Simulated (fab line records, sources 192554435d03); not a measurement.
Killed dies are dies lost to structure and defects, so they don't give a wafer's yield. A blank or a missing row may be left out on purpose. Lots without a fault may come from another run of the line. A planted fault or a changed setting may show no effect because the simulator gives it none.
Split-lot experiment | flow n5_finfet | 7 lots, 21 wafers read, on a route of 1938 steps

THE SPLIT
At N5_BEOL_M14_TRENCH_ETCH_34 (etches SiO2 in C4F8/O2/Ar, target depth 556.65 nm, time 126.9 s), the setting time_s was moved away from the recipe's 126.9 s on 9 of the 21 wafers read, by -12.7% to +22.3%. The other wafers ran this setting at the recipe's value.

FROM THE SPLIT TO THE READING: what the file shows between them, 11 steps
- N5_BEOL_M14_STRIP_70: strips in C4F8/O2/Ar
- N5_BEOL_M14_OCD_MEAS_35
- N5_BEOL_M14_SPUTTER_43: material TaN, target thk 15 nm, time 24.19 s (also split here: power_w)
- N5_BEOL_M14_SPUTTER_44: material Ta, target thk 15 nm, time 24.19 s
- N5_BEOL_M14_SPUTTER_45: material Cu, target thk 100 nm, time 16.67 s
- N5_BEOL_M14_ECD_47: material Cu, target thk 1248 nm
- N5_BEOL_M14_ANNEAL_48: time 90 s
- N5_BEOL_M14_CMP_49: polishes, stops on SiO2, t overpolish 5.2 s, target thk 560 nm
- N5_BEOL_M14_THK_MEAS_50: measures by xrf
- N5_BEOL_M14_PRE_CLEAN_52: time 15 s
- N5_BEOL_M14_DEP_53: deposits SiCN from 3MS/NH3, target thk 50 nm, time 17.8 s

THE READING
M14_RS, in ohm/sq, at N5_BEOL_M14_RS_MEAS_54 (measures by four-point-probe). Fault-free wafers of this fab line usually give 0.0334 ohm/sq, standard deviation 0.00082 ohm/sq.

wafer  | tool, chamber at the split | time_s as run, s | against the recipe | M14_RS, ohm/sq | against lot-mates on the recipe
L075.3 | rie_diel-03, 2             | 126.9            | recipe             | 0.0340         | -
L075.4 | rie_diel-03, 1             | 110.8            | -12.7%             | 0.0386         | +0.0049
L075.5 | rie_diel-03, 2             | 126.9            | recipe             | 0.0335         | -
L076.1 | rie_diel-03, 3             | 126.9            | recipe             | 0.0332         | -
L076.4 | rie_diel-03, 3             | 126.9            | recipe             | 0.0328         | -
L076.6 | rie_diel-03, 2             | 126.9            | recipe             | 0.0340         | -
L077.2 | rie_diel-03, 1             | 126.9            | recipe             | 0.0342         | -
L077.3 | rie_diel-03, 0             | 126.9            | recipe             | 0.0349         | -
L077.6 | rie_diel-03, 1             | 126.9            | recipe             | 0.0340         | -
L078.1 | rie_diel-04, 0             | 126.9            | recipe             | 0.0323         | -
L078.3 | rie_diel-04, 3             | 149.9            | +18.1%             | 0.0272         | -0.0051
L078.5 | rie_diel-04, 0             | 149.9            | +18.1%             | 0.0272         | -0.0051
L082.1 | rie_diel-04, 0             | 145.6            | +14.7%             | 0.0277         | -0.0065
L082.3 | rie_diel-04, 2             | 126.9            | recipe             | 0.0342         | -
L082.5 | rie_diel-04, 2             | 145.6            | +14.7%             | 0.0299         | -0.0043
L089.2 | rie_diel-03, 0             | 126.9            | recipe             | 0.0333         | -
L089.4 | rie_diel-03, 0             | 112.2            | -11.6%             | 0.0380         | +0.0047
L089.6 | rie_diel-03, 2             | 112.2            | -11.6%             | 0.0384         | +0.0051
L090.2 | rie_diel-04, 2             | 155.2            | +22.3%             | 0.0274         | -0.0045
L090.5 | rie_diel-04, 1             | 155.2            | +22.3%             | 0.0262         | -0.0057
L090.6 | rie_diel-04, 3             | 126.9            | recipe             | 0.0319         | -

THE FIT
A straight line over all 21 wafers: M14_RS changes by -0.00034 ohm/sq for each +1% of time_s; r = -0.97; the points scatter about the line by 0.00086 ohm/sq.
The same after taking each lot's own level away (the mean of its wafers on the recipe; 21 wafers): -0.000306 ohm/sq for each +1%; r = -0.97; scatter 0.0009 ohm/sq.
On that fit, the largest move of time_s shifts the reading by 0.0068 ohm/sq.
The lots' own levels span 0.03190 to 0.03437 ohm/sq, that is 3.0 times the standard deviation above.
So the lot-to-lot level changes the slope: the two fits differ.
Check: with one of the wafers moved furthest among these (+22.3%) left out of the fit, the line predicts -0.00704 ohm/sq for it against its lot-mates. It came out at -0.0045 ohm/sq against them.

OTHER SPLITS ON THESE WAFERS
These wafers also went through other splits before the reading. Each is held against what the fit with the lots' levels taken away leaves over:
other split on the same wafers | wafers away from the commonest value | r with M14_RS (lot level and that fit taken away)
N5_BEOL_M13_EXPOSE_25 dose_mj  | 7                                    | -0.03
N5_BEOL_M13_ETCH_67 bias_w     | 8                                    | -0.07
N5_BEOL_M14_SPUTTER_43 power_w | 9                                    | +0.15

THE WHOLE CHAIN: every reading that the file lists as answering this split, in the file's order
step                       | what it does                                                    | reading                                                                       | change (the file's fit)               | r (the file's)
N5_BEOL_M14_TRENCH_ETCH_34 | etches SiO2 in C4F8/O2/Ar, target depth 556.65 nm, time 126.9 s | etch.depth_nm (the simulator's own value, which no gauge read)                | +5.64 nm for each +1% of the setting  | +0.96
N5_BEOL_M14_OCD_MEAS_35    |                                                                 | trench_depth_nm                                                               | +5.64 nm for each +1% of the setting  | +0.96
N5_BEOL_M14_CMP_49         | polishes, stops on SiO2, t overpolish 5.2 s, target thk 560 nm  | Cu_of_BEOL_M14_ECD_47.thk_nm (the simulator's own value, which no gauge read) | +5.63 nm for each +1% of the setting  | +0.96
N5_BEOL_M14_THK_MEAS_50    | measures by xrf                                                 | M14_THK                                                                       | +5.83 for each +1% of the setting     | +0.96
N5_BEOL_M14_RS_MEAS_54     | measures by four-point-probe                                    | M14_RS                                                                        | -0.000302 for each +1% of the setting | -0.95

THE FILE'S OWN FIT
M14_RS changes by -0.000302 ohm/sq for each +1% of time_s, r = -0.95.
